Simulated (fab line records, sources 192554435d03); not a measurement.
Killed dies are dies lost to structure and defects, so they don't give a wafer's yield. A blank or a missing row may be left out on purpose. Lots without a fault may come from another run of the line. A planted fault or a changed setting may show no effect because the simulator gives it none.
Split-lot experiment | flow n5_finfet | 7 lots, 21 wafers read, on a route of 1938 steps

THE SPLIT
At N5_MIM_BOT_ETCH_ETCH_03 (etches the open film in Cl2/BCl3, target depth 12 nm), the setting bias_w was moved away from the recipe's 100 W on 4 of the 21 wafers read, by -13.2% to +13.2%. The other wafers ran this setting at the recipe's value.

The reading is taken at the split's own step.

THE READING
etch.depth_nm (the simulator's own value, which no gauge read), in nm, at N5_MIM_BOT_ETCH_ETCH_03 (etches the open film in Cl2/BCl3, target depth 12 nm). The file gives no usual value for it. The 17 wafers here that ran the recipe average 12.00 nm, standard deviation 0.15 nm.

wafer  | tool, chamber at the split | bias_w as run, W | against the recipe | etch.depth_nm, nm | against lot-mates on the recipe
L074.3 | rie_metal-02, 1            | 100              | recipe             | 11.9              | -
L074.4 | rie_metal-02, 0            | 100              | recipe             | 11.96             | -
L074.5 | rie_metal-02, 1            | 100              | recipe             | 12.02             | -
L075.1 | rie_metal-01, 1            | 100              | recipe             | 11.92             | -
L075.2 | rie_metal-01, 0            | 100              | recipe             | 12.07             | -
L075.3 | rie_metal-01, 1            | 100              | recipe             | 11.91             | -
L082.2 | rie_metal-03, 0            | 113.2            | +13.2%             | 12.57             | +0.73
L082.4 | rie_metal-03, 1            | 100              | recipe             | 11.84             | -
L082.6 | rie_metal-03, 1            | 113.2            | +13.2%             | 12.51             | +0.67
L089.1 | rie_metal-03, 1            | 100              | recipe             | 11.76             | -
L089.3 | rie_metal-03, 1            | 100              | recipe             | 11.7              | -
L089.4 | rie_metal-03, 0            | 108.2            | +8.2%              | 12.33             | +0.60
L094.2 | rie_metal-01, 1            | 100              | recipe             | 12.15             | -
L094.3 | rie_metal-01, 1            | 86.85            | -13.2%             | 11.58             | -0.51
L094.4 | rie_metal-01, 0            | 100              | recipe             | 12.03             | -
L093.3 | rie_metal-02, 0            | 100              | recipe             | 12.1              | -
L093.4 | rie_metal-02, 1            | 100              | recipe             | 12.25             | -
L093.6 | rie_metal-02, 0            | 100              | recipe             | 12.05             | -
L096.2 | rie_metal-02, 1            | 100              | recipe             | 12.15             | -
L096.4 | rie_metal-02, 1            | 100              | recipe             | 12.19             | -
L096.5 | rie_metal-02, 1            | 100              | recipe             | 11.94             | -

THE FIT
A straight line over all 21 wafers: etch.depth_nm changes by +0.038 nm for each +1% of bias_w; r = +0.83; the points scatter about the line by 0.14 nm.
The same after taking each lot's own level away (the mean of its wafers on the recipe; 21 wafers): +0.0504 nm for each +1%; r = +0.95; scatter 0.087 nm.
On that fit, the largest move of bias_w shifts the reading by 0.67 nm.
The lots' own levels span 11.730 to 12.133 nm, that is 2.8 times the standard deviation above.
So the lot-to-lot level changes the slope: the two fits differ.
Check: with one of the wafers moved furthest among these (+13.2%) left out of the fit, the line predicts +0.665 nm for it against its lot-mates. It came out at +0.73 nm against them.

OTHER SPLITS ON THESE WAFERS
These wafers also went through other splits before the reading. Each is held against what the fit with the lots' levels taken away leaves over:
other split on the same wafers    | wafers away from the commonest value | r with etch.depth_nm (lot level and that fit taken away)
N5_BEOL_M13_CMP_49 down_force_psi | 10                                   | -0.13
N5_BEOL_M14_ILD_DEP_00 time_s     | 8                                    | +0.32
N5_BEOL_M14_DEP_53 time_s         | 3                                    | +0.27
N5_BEOL_M15_SPUTTER_44 power_w    | 11                                   | -0.33

THE FILE'S OWN FIT
etch.depth_nm changes by +0.0504 nm for each +1% of bias_w, r = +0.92.
